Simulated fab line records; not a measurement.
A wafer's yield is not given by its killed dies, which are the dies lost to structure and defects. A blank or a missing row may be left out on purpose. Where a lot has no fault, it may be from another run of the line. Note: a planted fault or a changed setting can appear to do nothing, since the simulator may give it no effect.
fab line records	flow n5Finfet
record: lots: 7	wafers: 39
route steps=1938 shown FIN_SAQP@134 SD_EPI_P@321 HKMG_FIN@438 BEOL_M0_SAQP@698 BEOL_M0_CUTY@701 BEOL_M0@715 BEOL_M1@751 BEOL_M3@933
startH: hours from the record's first day to the start of the lot's first wafer shown	waitH: hours since the lot's step before	" same as the row above	L1.1+2: a single row standing in for several wafers	- no value present, or no start provided	* or withheld: withheld	< > ~ a bound
route shown NAME@n: a module of which the file shows steps, and the number in the route of the first	usual: mean/standard deviation taken from wafers without a fault	same: alike in all rows	chamber/n: place in a boat	sites: readings site by site	_std_site: how widely they spread, as a standard deviation	_edge_site: the outer-site mean with the inner-site mean subtracted	radiusMm: how far each site lies from the wafer's centre	mask NAME#n: copy n	behind: the last tool/chamber to shape the wafer	hold: reason for holding the lot/hours on hold/outcome of the hold	device: the transistor (n, p or np) that didn't switch	end of line: the tests these same wafers got at the end of their route	for a step that has no rows: nothing shown but its recipe	killed: the dies lost at the first sort to structure and to defects; this is not the yield of the wafer	map: shows each die of a wafer: x if killed, . if not, _ if none is there
set.NAME: the setting that was run; set.NAME@STEP: the one run at that earlier step	model.NAME: the simulator's own value behind a step, which no gauge read
lots run with intentionally changed settings; tables by step, rows by wafer
== steps ==
step: N5_FIN_SAQP_ETCH_69
recipe: chemistry: N2/H2	target: SOC	targetDepthA: 1500	stopOn: SiNx	ionEnergyEv: 100	biasW: 61	pressureMtorr: 30	sourceW: 850	n2FlowSccm: 200	h2FlowSccm: 200
lot.wafer	tool	chamber	startH	waitH	set.targetDepthA	model.SOC_of_FIN_SAQP_COAT_68.thkNm	model.etch.depthNm
L076.2	rieDiel-05	1	37.07	-	1500	3.6	55
L076.3	"	0	"	"	1500	5.6	54.57
L076.6	"	2	"	"	1500	7	53.72
L078.1	rieDiel-02	3	49.83	-	1500	6.8	53.62
L078.2	"	1	"	"	907.5	41	33.91
L078.3	"	2	"	"	907.5	42.2	33.27
L078.4	"	0	"	"	907.5	40.4	34.21
L078.5	"	1	"	"	1500	3.4	55
L078.6	"	2	"	"	1500	4.4	55
L084.1+2+4	rieDiel-05	2,1,1	85.70	-	2359	0	55
L084.3	"	0	"	"	1500	8	53.03
L084.5	"	2	"	"	1500	9	52.64
L084.6	"	0	"	"	1500	8	53.1
L090.1	rieDiel-06	2	120.45	-	1500	7.2	53.74
L090.2	"	1	"	"	1500	4.8	54.94
L090.3	"	3	"	"	1500	2.4	55
L090.4	"	0	"	"	1500	5.8	54.51
L090.5	"	1	"	"	1500	6.2	54.17
L090.6	"	2	"	"	1500	6.2	54.19
L092.1	rieDiel-05	1	133.21	-	1500	3.2	55
L092.2	"	3	"	"	1500	5	54.54
L092.3	"	0	"	"	1500	1.6	55
L092.4	"	3	"	"	1500	5.6	54.23
L092.5	"	1	"	"	1500	2.4	55
L092.6	"	0	"	"	1500	0.8	55
L094.1	rieDiel-02	0	145.78	-	1228	21	45.45
L094.2	"	1	"	"	1228	22.6	44.65
L094.3	"	2	"	"	1500	6	54.23
L094.4	"	3	"	"	1500	7.4	53.31
L094.5	"	0	"	"	1228	21	45.56
L094.6	"	3	"	"	1500	7.2	53.42
L095.1	rieDiel-06	2	152.66	-	1500	6.2	53.85
L095.2	"	3	"	"	1500	2.4	55
L095.3	"	0	"	"	978.5	37.8	35.46
L095.4	"	1	"	"	978.5	38	35.59
L095.5	"	2	"	"	1500	5.4	54.31
L095.6	"	3	"	"	978.5	36.4	36.43
step: N5_SD_EPI_P_EPI_21
recipe: material: SiGe:B	dopant: B	tempC: 550	pressureTorr: 20	ambient: H2	timeS: 355
lot.wafer	tool	chamber	startH	waitH	set.epiGrowthTimeS	model.SiGe-B_of_SD_EPI_P_EPI_21.thkNm
L076.2	epiRpcvd-01	0	68.33	0.5	355	60.6
L076.3	"	0	"	"	355	60.2
L076.6	"	0	69.77	1.8	355	60.8
L078.1	epiRpcvd-02	0	82.29	0.2	355	61.6
L078.2	"	0	"	"	355	61.2
L078.3	"	0	"	"	194.8	36
L078.4	"	0	"	"	194.8	36.2
L078.5	"	0	"	"	355	61
L078.6	"	0	"	"	194.8	36.6
L084.1+4	epiRpcvd-04	0	121.11	0.3	430.6	69.8
L084.2	"	0	"	"	355	62
L084.3	"	0	"	"	355	61.6
L084.5	"	0	123.67	2.6	355	61
L084.6	"	0	"	"	430.6	69.6
L090.1+5	epiRpcvd-01	0	150.65	0.3	355	61.4
L090.2	"	0	"	"	355	60.6
L090.3	"	0	"	"	355	60.4
L090.4	"	0	"	"	355	61.2
L090.6	"	0	153.85	3.2	355	61
L092.1	epiRpcvd-02	0	163.29	0.1	539.1	82.6
L092.2	"	0	"	"	355	61.6
L092.3	"	0	"	"	539.1	82
L092.4	"	0	"	"	539.1	82.2
L092.5	"	0	"	"	355	62.4
L092.6	"	0	"	"	355	61.8
L094.1+4	epiRpcvd-02	0	174.75	0.1	355	60.8
L094.2+6	"	0	"	"	254.1	47.6
L094.3	"	0	"	"	254.1	47.2
L094.5	"	0	"	"	355	61.2
L095.1+2+4	epiRpcvd-04	0	186.69	0.2	355	61
L095.3+5+6	"	0	"	"	355	60.8
step: N5_SD_EPI_P_EPI_MEAS_23
recipe: mode: xrd
usual: thkNm: 61.0/1.2
lot.wafer	tool	chamber	startH	waitH	set.epiGrowthTimeS@SD_EPI_P_EPI_21	thkNm
L076.2	filmMetro-01	-	70.17	1.5	355	61.5
L076.3	"	-	"	"	355	61.2
L076.6	"	-	"	"	355	62.2
L078.1	filmMetro-02	-	85.21	2.4	355	59.8
L078.2	"	-	"	"	355	61.2
L078.3	"	-	"	"	194.8	33.7
L078.4	"	-	"	"	194.8	36.9
L078.5	"	-	"	"	355	60.4
L078.6	"	-	"	"	194.8	35.7
L084.1	filmMetro-02	-	125.00	3.3	430.6	71.7
L084.2	"	-	"	"	355	61.7
L084.3	"	-	"	"	355	61.4
L084.4	"	-	"	"	430.6	68.9
L084.5	"	-	"	"	355	62.1
L084.6	"	-	"	"	430.6	69.9
L090.1	filmMetro-02	-	154.52	3.2	355	61.4
L090.2	"	-	"	"	355	60.7
L090.3	"	-	"	"	355	61.3
L090.4	"	-	"	"	355	61.3
L090.5	"	-	"	"	355	61.2
L090.6	"	-	"	"	355	61.1
L092.1	filmMetro-01	-	165.48	1.8	539.1	80.8
L092.2	"	-	"	"	355	62.5
L092.3	"	-	"	"	539.1	81.7
L092.4	"	-	"	"	539.1	83.7
L092.5	"	-	"	"	355	61.7
L092.6	"	-	"	"	355	60.1
L094.1	filmMetro-02	-	176.95	1.8	355	59.8
L094.2	"	-	"	"	254.1	48.0
L094.3	"	-	"	"	254.1	46.8
L094.4	"	-	"	"	355	60.6
L094.5	"	-	"	"	355	62.4
L094.6	"	-	"	"	254.1	49.2
L095.1	filmMetro-02	-	189.62	2.5	355	60.1
L095.2	"	-	"	"	355	60.4
L095.3	"	-	"	"	355	60.8
L095.4	"	-	"	"	355	60.0
L095.5	"	-	"	"	355	61.4
L095.6	"	-	"	"	355	61.4
step: N5_HKMG_FIN_ETCH_35
recipe: chemistry: N2/H2	target: SOC	targetDepthA: 2158	ionEnergyEv: 65	biasW: 5	sourceW: 3000	timeS: 243.4	pressureMtorr: 30	n2FlowSccm: 200	h2FlowSccm: 200
lot.wafer	tool	chamber	startH	waitH	set.targetDepthA	model.SOC_of_HKMG_FIN_COAT_29.thkNm	model.HKMG_FIN.featureDepthNm	model.etch.depthNm
L076.2	rieDiel-06	3	89.25	0.0	2158	80	220.6	220.6
L076.3	"	0	"	"	2158	88	213.2	213.1
L076.6	"	3	"	"	2158	83.4	217.2	217.1
L078.1	rieDiel-02	1	106.98	0.0	2158	81.6	218.2	218.1
L078.2	"	2	"	"	2158	84.4	216	216
L078.3	"	3	"	"	2158	88.6	211	211.1
L078.4	"	0	"	"	2158	79	221	221
L078.5	"	3	"	"	2158	87.6	211.4	211.3
L078.6	"	2	"	"	2158	83.8	215.8	215.9
L084.1	rieDiel-02	2	142.37	0.0	2158	85.2	214	213.9
L084.2	"	1	"	"	1428	154.6	143.8	143.8
L084.3	"	0	"	"	1428	153.4	145.2	145.3
L084.4	"	3	"	"	1428	159.8	139.2	139.3
L084.5	"	2	"	"	2158	85	213.4	213.4
L084.6	"	3	"	"	2158	88	210	209.9
L090.1	rieDiel-02	1	172.24	0.0	2158	80.8	219	219.1
L090.2	"	0	"	"	2158	80.2	219.6	219.7
L090.3	"	3	"	"	1077	194.2	105.4	105.5
L090.4	"	2	"	"	1077	192.6	107.8	107.7
L090.5	"	3	"	"	2158	88	211.8	211.8
L090.6	"	0	"	"	1077	189.8	110.2	110.1
L092.1	rieDiel-02	0	183.32	0.0	2158	78	221	221
L092.2	"	3	"	"	2158	90	209.8	209.7
L092.3	"	1	"	"	2981	0	301	301
L092.4	"	1	"	"	2981	0	299.2	299.2
L092.5	"	3	"	"	2981	6.6	292.4	292.5
L092.6	"	0	"	"	2158	78.6	219.8	219.9
L094.1	rieDiel-05	2	195.89	0.0	2158	85	215.6	215.7
L094.2	"	3	"	"	2158	89.4	210.2	210.2
L094.3	"	0	"	"	2158	79	220.2	220.3
L094.4	"	1	"	"	2158	86.6	214.6	214.6
L094.5	"	3	"	"	2158	89.8	210.8	210.9
L094.6	"	2	"	"	2158	87	213.6	213.5
L095.1	rieDiel-05	1	207.57	0.0	2158	81.8	218.2	218.2
L095.2	"	0	"	"	2158	78.2	223.2	223.2
L095.3	"	2	"	"	2158	83.6	216.2	216.1
L095.4	"	3	"	"	2158	86.2	214	213.9
L095.5	"	0	"	"	2158	77.8	221.8	221.8
L095.6	"	3	"	"	2158	88.2	212.6	212.7
step: N5_BEOL_M0_SAQP_ALD_48
recipe: material: SiO2	targetThkA: 200	tempC: 100	aldPrecursorFamily: BDEAS	aldCoReactant: O2-plasma	pulseTimeS: 1	coReactantPulseTimeS: 1	purgeTimeS: 2	coReactantPurgeTimeS: 2	aldCycles: 139	pressureTorr: 2
lot.wafer	tool	chamber	startH	waitH	set.aldCycles	model.SiO2_of_BEOL_M0_SAQP_ALD_48.thkNm
L076.2+3+6	aldSin-02	3,1,3	129.13	0.2	139	20.2
L078.1+2+6	aldSin-01	0,2,0	146.68	0.2	139	20
L078.3+4+5	"	1,3,1	"	"	170	24.4
L084.1+5	aldSin-03	2,0	178.82	0.2	139	20
L084.2	"	3	"	"	91	13.2
L084.3	"	0	"	"	139	20.2
L084.4+6	"	1,3	"	"	91	13
L090.1+2+6	aldSin-01	0,3,0	207.41	0.0	139	20
L090.3+4+5	"	1,1,3	"	"	115	16.4
L092.1+3+5	aldSin-01	0,1,2	220.82	0.0	117	16.8
L092.2+6	"	3	"	"	139	20
L092.4	"	2	"	"	139	19.8
L094.1	aldSin-02	0	233.43	0.0	175	25.4
L094.2+4+6	"	1,0,3	"	"	139	20
L094.3+5	"	3,1	"	"	175	25.2
L095.1+6	aldSin-03	1	246.29	1.4	71	10.4
L095.2	"	2	"	"	71	10.2
L095.3+4+5	"	3,0,0	"	"	139	20
step: N5_BEOL_M0_SAQP_ETCH_49
recipe: chemistry: CF4/O2	targetDepthA: 370	target: SiO2	pressureMtorr: 40	sourceW: 535	biasW: 49	Ar_flow_sccm: 100	cf4FlowSccm: 100	O2_flow_sccm: 10	ionEnergyEv: 100
lot.wafer	tool	chamber	startH	waitH	set.aldCycles@BEOL_M0_SAQP_ALD_48	model.SiO2_of_BEOL_M0_SAQP_ALD_48.thkNm
L076.2	rieDiel-01	0	129.96	0.6	139	14
L076.3	"	2	"	"	139	15.6
L076.6	"	3	"	"	139	14.2
L078.1	rieDiel-03	1	147.30	0.4	139	15
L078.2	"	3	"	"	139	13.8
L078.3	"	0	"	"	170	17.4
L078.4	"	2	"	"	170	17.8
L078.5	"	2	"	"	170	18.2
L078.6	"	1	"	"	139	14.8
L084.1	rieDiel-03	2	179.35	0.3	139	14.6
L084.2	"	3	"	"	91	8.8
L084.3	"	0	"	"	139	14.4
L084.4	"	0	"	"	91	9.2
L084.5	"	3	"	"	139	14
L084.6	"	2	"	"	91	9.8
L090.1	rieDiel-04	1	207.94	0.3	139	13.2
L090.2	"	0	"	"	139	14.2
L090.3+4	"	2,3	"	"	115	11.8
L090.5	"	2	"	"	115	11.6
L090.6	"	1	"	"	139	13.4
L092.1+3	rieDiel-04	2,3	221.34	0.3	117	12.4
L092.2	"	1	"	"	139	13.8
L092.4	"	0	"	"	139	14.4
L092.5	"	2	"	"	117	12.2
L092.6	"	1	"	"	139	13.6
L094.1	rieDiel-04	3	234.12	0.4	175	19.2
L094.2	"	0	"	"	139	14.8
L094.3	"	1	"	"	175	17.6
L094.4	"	2	"	"	139	14.6
L094.5	"	0	"	"	175	18.4
L094.6	"	3	"	"	139	15.2
L095.1	rieDiel-01	2	246.82	0.3	71	7
L095.2	"	3	"	"	71	7.4
L095.3+4	"	1,0	"	"	139	14
L095.5	"	0	"	"	139	14.4
L095.6	"	1	"	"	71	7.2
step: N5_BEOL_M0_SAQP_STRIP_75
recipe: chemistry: CF4	resist: SiARC	powerW: 300	biasPowerW: 75	pressureMtorr: 50	cf4FlowSccm: 150	rfFrequencyHz: 6e+07
step: N5_BEOL_M0_CUTY_COAT_50
recipe: resist: SiARC	tempC: 220	timeS: 60	spinRpm: 1500	resistThkNm: 15
step: N5_BEOL_M0_CUTY_DESCUM_61
recipe: chemistry: O2	timeS: 7.9	sourcePowerW: 50	biasPowerW: 20	pressureMtorr: 20	rfFrequencyHz: 2.712e+07	tempC: 40	resist: CAR-ArF-block	o2FlowSccm: 225
step: N5_BEOL_M0_CUTY_ETCH_62
recipe: chemistry: CF4	target: SiARC	maskMaterial: CAR-ArF-block	timeS: 58.5	ionEnergyEv: 80	pressureMtorr: 40	sourceW: 545	biasW: 36	Ar_flow_sccm: 100	cf4FlowSccm: 100	ends: cleared
lot.wafer	tool	chamber	startH	waitH	set.aldCycles@BEOL_M0_SAQP_ALD_48	model.SiO2_of_BEOL_M0_SAQP_ALD_48.thkNm
L076.2	rieDiel-05	0	130.58	0.0	139	12.4
L076.3	"	1	"	"	139	13.8
L076.6	"	0	"	"	139	12.6
L078.1+6	rieDiel-06	0	147.94	0.0	139	13.2
L078.2	"	3	"	"	139	12.2
L078.3	"	1	"	"	170	15.6
L078.4	"	1	"	"	170	15.8
L078.5	"	3	"	"	170	16.2
L084.1	rieDiel-05	0	179.96	0.0	139	13
L084.2	"	2	"	"	91	7.8
L084.3	"	3	"	"	139	12.8
L084.4	"	1	"	"	91	8.2
L084.5	"	3	"	"	139	12.4
L084.6	"	0	"	"	91	8.8
L090.1	rieDiel-02	2	208.56	0.0	139	11.8
L090.2	"	3	"	"	139	12.6
L090.3+4	"	1,0	"	"	115	10.4
L090.5	"	3	"	"	115	10.2
L090.6	"	2	"	"	139	12
L092.1+3	rieDiel-02	0,1	221.84	0.0	117	11
L092.2	"	2	"	"	139	12.2
L092.4	"	2	"	"	139	12.8
L092.5	"	1	"	"	117	10.8
L092.6	"	0	"	"	139	12
L094.1	rieDiel-02	0	235.12	0.0	175	17
L094.2+4	"	1,0	"	"	139	13
L094.3	"	2	"	"	175	15.6
L094.5	"	1	"	"	175	16.4
L094.6	"	2	"	"	139	13.4
L095.1	rieDiel-02	2	247.43	0.0	71	6.2
L095.2	"	1	"	"	71	6.6
L095.3+4	"	0,3	"	"	139	12.4
L095.5	"	3	"	"	139	12.8
L095.6	"	0	"	"	71	6.4
step: N5_BEOL_M0_CUTY_ETCH_63
recipe: chemistry: N2/H2	target: SOC	targetDepthA: 827	overetchA: 165	maskMaterial: SiARC	tempC: 40	ionEnergyEv: 200	timeS: 124	pressureMtorr: 30	sourceW: 840	biasW: 150	n2FlowSccm: 200	h2FlowSccm: 200
step: N5_BEOL_M0_CUTY_STRIP_64
recipe: chemistry: N2/H2	tempC: 40	n2FlowSccm: 200	h2FlowSccm: 200	rfFrequencyHz: 6e+07
step: N5_BEOL_M0_ETCH_138
recipe: chemistry: CH3F/O2	targetDepthA: 120	target: SiCN	timeS: 31.6	ionEnergyEv: 120	pressureMtorr: 30	sourceW: 395	biasW: 75	Ar_flow_sccm: 150	CH3F_flow_sccm: 30	O2_flow_sccm: 20	ends: cleared
lot.wafer	tool	chamber	startH	waitH	set.aldCycles@BEOL_M0_SAQP_ALD_48	model.SiO2_of_BEOL_M0_SAQP_ALD_48.thkNm
L076.2	rieDiel-05	0	130.75	0.0	139	11.4
L076.3	"	1	"	"	139	12.6
L076.6	"	0	"	"	139	11.6
L078.1	rieDiel-06	0	148.11	0.0	139	12.2
L078.2	"	3	"	"	139	11.2
L078.3	"	1	"	"	170	14.2
L078.4	"	1	"	"	170	14.6
L078.5	"	3	"	"	170	14.8
L078.6	"	0	"	"	139	12
L084.1	rieDiel-05	0	180.13	0.0	139	11.8
L084.2	"	2	"	"	91	7.2
L084.3	"	3	"	"	139	11.6
L084.4	"	1	"	"	91	7.4
L084.5	"	3	"	"	139	11.4
L084.6	"	0	"	"	91	8
L090.1	rieDiel-02	2	208.73	0.0	139	10.8
L090.2	"	3	"	"	139	11.6
L090.3+4	"	1,0	"	"	115	9.6
L090.5	"	3	"	"	115	9.4
L090.6	"	2	"	"	139	11
L092.1+5	rieDiel-02	0,1	222.01	0.0	117	10
L092.2	"	2	"	"	139	11.2
L092.3	"	1	"	"	117	10.2
L092.4	"	2	"	"	139	11.6
L092.6	"	0	"	"	139	11
L094.1	rieDiel-02	0	235.29	0.0	175	15.6
L094.2+4	"	1,0	"	"	139	12
L094.3	"	2	"	"	175	14.4
L094.5	"	1	"	"	175	15
L094.6	"	2	"	"	139	12.4
L095.1+6	rieDiel-02	2,0	247.60	0.0	71	5.8
L095.2	"	1	"	"	71	6
L095.3+4	"	0,3	"	"	139	11.4
L095.5	"	3	"	"	139	11.6
step: N5_BEOL_M1_ILD_DEP_00
recipe: material: SiOC	targetThkA: 790	tempC: 350	precursor: DEMS/O2	pressureTorr: 5	rfW: 500	timeS: 15.3
lot.wafer	tool	chamber	startH	waitH	set.timeS	model.SiOC_of_BEOL_M1_ILD_DEP_00.thkNm
L076.2	pecvd-03	0	135.98	0.0	15.3	77.4
L076.3	"	2	"	"	15.3	78.2
L076.6	"	2	"	"	15.3	79
L078.1	pecvd-04	2	154.61	0.0	10.53	54
L078.2	"	0	"	"	15.3	79.4
L078.3	"	0	"	"	15.3	80.8
L078.4	"	2	"	"	10.53	56.2
L078.5	"	2	"	"	15.3	80.4
L078.6	"	0	"	"	10.53	55.6
L084.1	pecvd-01	1	186.36	0.0	15.3	77.6
L084.2	"	2	"	"	15.3	79
L084.3	"	0	"	"	8.67	44.8
L084.4	"	2	"	"	8.67	45.6
L084.5	"	1	"	"	15.3	79.6
L084.6	"	0	"	"	8.67	45.8
L090.1	pecvd-03	0	213.70	0.0	15.3	77.4
L090.2	"	2	"	"	23.67	120.6
L090.3	"	1	"	"	23.67	119.6
L090.4+5	"	2,0	"	"	15.3	79.8
L090.6	"	1	"	"	23.67	122.2
L092.1	pecvd-04	0	226.28	0.0	7.67	42.2
L092.2	"	1	"	"	15.3	79.6
L092.3+6	"	0	"	"	15.3	81.2
L092.4+5	"	1	"	"	7.67	42.4
L094.1	pecvd-03	1	241.55	0.0	10.06	51
L094.2	"	0	"	"	15.3	77.8
L094.3	"	2	"	"	10.06	52.4
L094.4	"	0	"	"	15.3	78.2
L094.5	"	2	"	"	15.3	79.6
L094.6	"	1	"	"	10.06	52
L095.1	pecvd-01	0	255.49	0.0	7.098	35.8
L095.2	"	2	"	"	7.098	36.8
L095.3	"	1	"	"	15.3	77.8
L095.4	"	1	"	"	7.098	36.4
L095.5	"	0	"	"	15.3	78.2
L095.6	"	2	"	"	15.3	80.4
step: N5_BEOL_M1_THK_MEAS_01
recipe: reads: SiOC_of_BEOL_M1_ILD_DEP_00
usual: M1_ILD_THK: 79.2/1
lot.wafer	tool	chamber	startH	waitH	set.timeS@BEOL_M1_ILD_DEP_00	M1_ILD_THK[nm]
L076.2	filmMetro-02	-	136.05	0.1	15.3	77.5
L076.3	"	-	"	"	15.3	78.3
L076.6	"	-	"	"	15.3	79.0
L078.1	filmMetro-02	-	154.69	0.1	10.53	54.1
L078.2	"	-	"	"	15.3	79.4
L078.3	"	-	"	"	15.3	80.7
L078.4	"	-	"	"	10.53	56.1
L078.5	"	-	"	"	15.3	80.5
L078.6	"	-	"	"	10.53	55.7
L084.1	filmMetro-02	-	186.43	0.0	15.3	77.6
L084.2	"	-	"	"	15.3	78.9
L084.3	"	-	"	"	8.67	44.8
L084.4	"	-	"	"	8.67	45.6
L084.5	"	-	"	"	15.3	79.7
L084.6	"	-	"	"	8.67	45.8
L090.1	filmMetro-02	-	213.77	0.0	15.3	77.3
L090.2	"	-	"	"	23.67	120.7
L090.3	"	-	"	"	23.67	119.6
L090.4	"	-	"	"	15.3	79.8
L090.5	"	-	"	"	15.3	79.8
L090.6	"	-	"	"	23.67	122.1
L092.1	filmMetro-02	-	226.37	0.1	7.67	42.2
L092.2	"	-	"	"	15.3	79.5
L092.3	"	-	"	"	15.3	81.1
L092.4	"	-	"	"	7.67	42.4
L092.5	"	-	"	"	7.67	42.3
L092.6	"	-	"	"	15.3	81.1
L094.1	filmMetro-01	-	241.62	0.0	10.06	50.9
L094.2	"	-	"	"	15.3	77.8
L094.3	"	-	"	"	10.06	52.3
L094.4	"	-	"	"	15.3	78.3
L094.5	"	-	"	"	15.3	79.5
L094.6	"	-	"	"	10.06	52.1
L095.1	filmMetro-02	-	255.55	0.0	7.098	35.9
L095.2	"	-	"	"	7.098	36.8
L095.3	"	-	"	"	15.3	77.8
L095.4	"	-	"	"	7.098	36.3
L095.5	"	-	"	"	15.3	78.1
L095.6	"	-	"	"	15.3	80.4
step: N5_BEOL_M3_PECVD_72
recipe: material: SiO2	targetThkA: 160	tempC: 400	precursor: TEOS/O2	pressureTorr: 5.5	rfW: 450	teosFlowSccm: 53.8	gas: O2	flowSccm: 3000	timeS: 18
lot.wafer	tool	chamber	startH	waitH	set.timeS	model.SiO2_of_BEOL_M3_PECVD_72.thkNm
L076.2	pecvd-03	2	158.77	0.0	18	15.8
L076.3	"	0	"	"	18	16.2
L076.6	"	1	"	"	18	16
L078.1+2	pecvd-01	2,1	175.30	0.0	18	15.6
L078.3+5	"	0	"	"	9.537	8.4
L078.4	"	1	"	"	18	15.8
L078.6	"	2	"	"	9.537	8.6
L084.1	pecvd-02	0	214.61	0.0	10.59	9.4
L084.2	"	2	"	"	10.59	9.6
L084.3	"	1	"	"	18	15.8
L084.4	"	2	"	"	10.59	9.8
L084.5+6	"	0,1	"	"	18	16.2
L090.1+3+4+5	pecvd-03	0,2,2,1	241.94	0.0	18	16.2
L090.2	"	1	"	"	18	15.8
L090.6	"	0	"	"	18	16.4
L092.1+3	pecvd-03	2,0	250.30	0.0	18	15.8
L092.2+5	"	1	"	"	18	15.6
L092.4+6	"	2,0	"	"	18	16
L094.1+2+6	pecvd-02	1,0,2	266.35	0.0	27.03	23.6
L094.3	"	2	"	"	18	15.8
L094.4+5	"	1,0	"	"	18	16.2
L095.1	pecvd-03	0	279.93	0.0	23.8	21
L095.2	"	2	"	"	18	15.8
L095.3	"	1	"	"	23.8	20.8
L095.4	"	1	"	"	18	16
L095.5	"	0	"	"	18	16.2
L095.6	"	2	"	"	23.8	21.2
== key ==
split: step: N5_FIN_SAQP_ETCH_69	setting: targetDepthA	stated: 1500	by: wafer
response: step: N5_FIN_SAQP_ETCH_69	reading: model.SOC_of_FIN_SAQP_COAT_68.thkNm	shape: bent	atLowest: 41.2	atStated: 5.244	atHighest: 0
response: step: N5_FIN_SAQP_ETCH_69	reading: model.etch.depthNm	shape: bent	atLowest: 33.79	atStated: 54.26	atHighest: 55
split: step: N5_SD_EPI_P_EPI_21	setting: epiGrowthTimeS	stated: 355	by: wafer
response: step: N5_SD_EPI_P_EPI_21	reading: model.SiGe-B_of_SD_EPI_P_EPI_21.thkNm	change: +0.458	per: 1%	r: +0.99
response: step: N5_SD_EPI_P_EPI_MEAS_23	reading: thkNm	change: *	per: 1%	r: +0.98
split: step: N5_HKMG_FIN_ETCH_35	setting: targetDepthA	stated: 2158	by: wafer
response: step: N5_HKMG_FIN_ETCH_35	reading: model.SOC_of_HKMG_FIN_COAT_29.thkNm	change: -2.13	per: 1%	r: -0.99
response: step: N5_HKMG_FIN_ETCH_35	reading: model.HKMG_FIN.featureDepthNm	change: +2.13	per: 1%	r: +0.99
response: step: N5_HKMG_FIN_ETCH_35	reading: model.etch.depthNm	change: +2.13	per: 1%	r: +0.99
split: step: N5_BEOL_M0_SAQP_ALD_48	setting: aldCycles	stated: 139	by: wafer
response: step: N5_BEOL_M0_SAQP_ALD_48	reading: model.SiO2_of_BEOL_M0_SAQP_ALD_48.thkNm	change: +0.2	per: 1%	r: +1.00
response: step: N5_BEOL_M0_SAQP_ETCH_49	reading: model.SiO2_of_BEOL_M0_SAQP_ALD_48.thkNm	change: +0.139	per: 1%	r: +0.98
response: step: N5_BEOL_M0_CUTY_ETCH_62	reading: model.SiO2_of_BEOL_M0_SAQP_ALD_48.thkNm	change: +0.124	per: 1%	r: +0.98
response: step: N5_BEOL_M0_ETCH_138	reading: model.SiO2_of_BEOL_M0_SAQP_ALD_48.thkNm	change: +0.112	per: 1%	r: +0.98
split: step: N5_BEOL_M1_ILD_DEP_00	setting: timeS	stated: 15.3	by: wafer
response: step: N5_BEOL_M1_ILD_DEP_00	reading: model.SiOC_of_BEOL_M1_ILD_DEP_00.thkNm	change: +0.777	per: 1%	r: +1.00
response: step: N5_BEOL_M1_THK_MEAS_01	reading: M1_ILD_THK	change: +0.777	per: 1%	r: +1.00
split: step: N5_BEOL_M3_PECVD_72	setting: timeS	stated: 18	by: wafer
response: step: N5_BEOL_M3_PECVD_72	reading: model.SiO2_of_BEOL_M3_PECVD_72.thkNm	change: +0.153	per: 1%	r: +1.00
